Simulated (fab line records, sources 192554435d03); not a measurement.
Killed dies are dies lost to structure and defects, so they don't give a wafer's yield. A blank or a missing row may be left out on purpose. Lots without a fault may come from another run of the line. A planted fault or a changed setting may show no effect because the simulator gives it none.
Split-lot experiment | flow n5_finfet | 7 lots, 39 wafers read, on a route of 1938 steps

THE SPLIT
At N5_SD_EPI_N_EPI_21 (deposits Si:P, time 690 s), the setting pressure_torr was moved away from the recipe's 255 Torr on 24 of the 39 wafers read, by -15.7% to +6.7%. The other wafers ran this setting at the recipe's value.

The reading is taken at the split's own step.

THE READING
Si-P_of_SD_EPI_N_EPI_21.thk_nm (the simulator's own value, which no gauge read), in nm, at N5_SD_EPI_N_EPI_21 (deposits Si:P, time 690 s). The file gives no usual value for it. The 15 wafers here that ran the recipe average 59.3 nm, standard deviation 1.4 nm.

wafer  | tool, chamber at the split | pressure_torr as run, Torr | against the recipe | Si-P_of_SD_EPI_N_EPI_21.thk_nm, nm | against lot-mates on the recipe
L076.1 | epi_rpcvd-01, 0            | 231.7                      | -9.1%              | 55.8                               | no lot-mate on the recipe
L076.2 | epi_rpcvd-01, 0            | 231.7                      | -9.1%              | 55.8                               | no lot-mate on the recipe
L076.6 | epi_rpcvd-01, 0            | 231.7                      | -9.1%              | 55.8                               | no lot-mate on the recipe
L076.3 | epi_rpcvd-01, 0            | 231.7                      | -9.1%              | 55.6                               | no lot-mate on the recipe
L076.5 | epi_rpcvd-01, 0            | 231.7                      | -9.1%              | 55.6                               | no lot-mate on the recipe
L076.4 | epi_rpcvd-01, 0            | 231.7                      | -9.1%              | 56                                 | no lot-mate on the recipe
L079.1 | epi_rpcvd-01, 0            | 272.2                      | +6.7%              | 60.4                               | no lot-mate on the recipe
L079.3 | epi_rpcvd-01, 0            | 272.2                      | +6.7%              | 60.4                               | no lot-mate on the recipe
L079.2 | epi_rpcvd-01, 0            | 272.2                      | +6.7%              | 60.2                               | no lot-mate on the recipe
L079.5 | epi_rpcvd-01, 0            | 272.2                      | +6.7%              | 60.2                               | no lot-mate on the recipe
L079.4 | epi_rpcvd-01, 0            | 272.2                      | +6.7%              | 59.6                               | no lot-mate on the recipe
L079.6 | epi_rpcvd-01, 0            | 272.2                      | +6.7%              | 60                                 | no lot-mate on the recipe
L081.1 | epi_rpcvd-02, 0            | 255                        | recipe             | 58.6                               | -
L081.2 | epi_rpcvd-02, 0            | 255                        | recipe             | 57                                 | -
L081.3 | epi_rpcvd-02, 0            | 255                        | recipe             | 58                                 | -
L081.4 | epi_rpcvd-02, 0            | 255                        | recipe             | 57.6                               | -
L081.5 | epi_rpcvd-02, 0            | 255                        | recipe             | 57.4                               | -
L081.6 | epi_rpcvd-02, 0            | 255                        | recipe             | 57.8                               | -
L086.1 | epi_rpcvd-02, 0            | 255                        | recipe             | 60.8                               | -
L086.4 | epi_rpcvd-02, 0            | 255                        | recipe             | 60.8                               | -
L086.2 | epi_rpcvd-02, 0            | 255                        | recipe             | 61.2                               | -
L086.3 | epi_rpcvd-02, 0            | 255                        | recipe             | 60.4                               | -
L086.6 | epi_rpcvd-02, 0            | 255                        | recipe             | 60.4                               | -
L086.5 | epi_rpcvd-02, 0            | 255                        | recipe             | 59.8                               | -
L088.3 | epi_rpcvd-01, 0            | 255                        | recipe             | 60.2                               | -
L088.4 | epi_rpcvd-01, 0            | 255                        | recipe             | 59.8                               | -
L088.6 | epi_rpcvd-01, 0            | 255                        | recipe             | 60                                 | -
L091.1 | epi_rpcvd-01, 0            | 214.9                      | -15.7%             | 55.2                               | no lot-mate on the recipe
L091.2 | epi_rpcvd-01, 0            | 214.9                      | -15.7%             | 55.2                               | no lot-mate on the recipe
L091.3 | epi_rpcvd-01, 0            | 214.9                      | -15.7%             | 55.6                               | no lot-mate on the recipe
L091.4 | epi_rpcvd-01, 0            | 214.9                      | -15.7%             | 55.6                               | no lot-mate on the recipe
L091.5 | epi_rpcvd-01, 0            | 214.9                      | -15.7%             | 54.4                               | no lot-mate on the recipe
L091.6 | epi_rpcvd-01, 0            | 214.9                      | -15.7%             | 56                                 | no lot-mate on the recipe
L096.1 | epi_rpcvd-01, 0            | 241.2                      | -5.4%              | 57.6                               | no lot-mate on the recipe
L096.2 | epi_rpcvd-01, 0            | 241.2                      | -5.4%              | 58.2                               | no lot-mate on the recipe
L096.3 | epi_rpcvd-01, 0            | 241.2                      | -5.4%              | 57.8                               | no lot-mate on the recipe
L096.6 | epi_rpcvd-01, 0            | 241.2                      | -5.4%              | 57.8                               | no lot-mate on the recipe
L096.4 | epi_rpcvd-01, 0            | 241.2                      | -5.4%              | 57                                 | no lot-mate on the recipe
L096.5 | epi_rpcvd-01, 0            | 241.2                      | -5.4%              | 56.6                               | no lot-mate on the recipe

THE FIT
A straight line over all 39 wafers: Si-P_of_SD_EPI_N_EPI_21.thk_nm changes by +0.248 nm for each +1% of pressure_torr; r = +0.86; the points scatter about the line by 1.1 nm.
Too few moved wafers have a lot-mate on the recipe to fit a line with each lot's own level taken away.

THE FILE'S OWN FIT
Si-P_of_SD_EPI_N_EPI_21.thk_nm changes by +0.248 nm for each +1% of pressure_torr, r = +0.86.
